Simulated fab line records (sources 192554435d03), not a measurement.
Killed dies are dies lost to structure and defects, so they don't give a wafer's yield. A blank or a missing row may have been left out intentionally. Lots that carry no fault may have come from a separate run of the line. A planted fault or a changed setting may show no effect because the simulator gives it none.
Split-lot experiment | flow n5-finfet | 21 wafers read across 7 lots, on a route 1938 steps long

## ON THE SPLIT
At N5_BEOL_M2_ETCH_69 (etches SiARC in CF4, target depth 15.6 nm, time 26 s), the setting bias-w was moved away from the recipe's 36 W on 4 of the 21 wafers read, by -6.6% to +7.2%. This setting was run at the recipe's value on the other wafers.

The reading comes from the split's own step.

## THE READING
rf-vpp-V, in V, at N5_BEOL_M2_ETCH_69 (etches SiARC in CF4, target depth 15.6 nm, time 26 s). A value of 184.0 V with a standard deviation of 1.2 V is what fault-free wafers of this fab line usually give.

wafer  | tool, chamber at the split | bias-w as run, W | against the recipe | rf-vpp-V, V | against lot-mates on the recipe
L074.1 | rie-diel-01, 0             | 36               | recipe             | 184.8       | -
L074.2 | rie-diel-01, 1             | 36               | recipe             | 182.9       | -
L074.4 | rie-diel-01, 2             | 36               | recipe             | 182.5       | -
L081.2 | rie-diel-04, 0             | 36               | recipe             | 183.6       | -
L081.3 | rie-diel-04, 3             | 36               | recipe             | 183.1       | -
L081.5 | rie-diel-04, 2             | 36               | recipe             | 184.0       | -
L088.2 | rie-diel-06, 0             | 33.78            | -6.2%              | 177.9       | -7.1
L088.3 | rie-diel-06, 3             | 33.78            | -6.2%              | 177.0       | -8.0
L088.6 | rie-diel-06, 0             | 36               | recipe             | 185.0       | -
L089.2 | rie-diel-01, 3             | 36               | recipe             | 184.1       | -
L089.3 | rie-diel-01, 2             | 36               | recipe             | 184.6       | -
L089.4 | rie-diel-01, 2             | 38.58            | +7.2%              | 190.8       | +6.5
L091.2 | rie-diel-01, 3             | 36               | recipe             | 183.5       | -
L091.4 | rie-diel-01, 0             | 36               | recipe             | 185.5       | -
L091.5 | rie-diel-01, 3             | 36               | recipe             | 184.4       | -
L094.1 | rie-diel-06, 1             | 36               | recipe             | 185.0       | -
L094.4 | rie-diel-06, 0             | 36               | recipe             | 186.0       | -
L094.6 | rie-diel-06, 1             | 33.63            | -6.6%              | 177.8       | -7.7
L096.1 | rie-diel-04, 0             | 36               | recipe             | 183.1       | -
L096.4 | rie-diel-04, 2             | 36               | recipe             | 183.0       | -
L096.6 | rie-diel-04, 3             | 36               | recipe             | 182.9       | -

FIT RESULTS
A straight line over all 21 wafers: rf-vpp-V changes by +0.995 V for each +1% of bias-w; r = +0.95; the points scatter about the line by 0.98 V.
The same after taking each lot's own level away (the mean of its wafers on the recipe; 21 wafers): +1.1 V for each +1%; r = +0.98; scatter 0.7 V.
That fit puts the effect of the largest move of bias-w on the reading at 7.9 V.
Measured against the standard deviation above, the lots' own levels, which go from 183.00 to 185.50 V, span 2.1 times it.
Hence the lot-to-lot level has little effect on the slope; both slopes agree.
Check: for one of the wafers moved furthest among these (+7.2%), held out of the fit, the line's prediction against its lot-mates is +8.63 V. It came out at +6.45 V against them.
Tool readings at the split's step, against how far the setting was moved: rf-vpp-V r = +0.95.

## OTHER SPLITS APPLIED TO THESE WAFERS
These wafers also went through other splits before the reading. Each is held against what the fit with the lots' levels taken away leaves over:
other split on the same wafers | wafers away from the commonest value | r with rf-vpp-V (lot level and that fit taken away)
N5_BEOL_M1_EXPOSE_08 dose-mj   | 6                                    | -0.32

## FILE'S OWN FIT
rf-vpp-V changes by +1.08 V for each +1% of bias-w, r = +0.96.
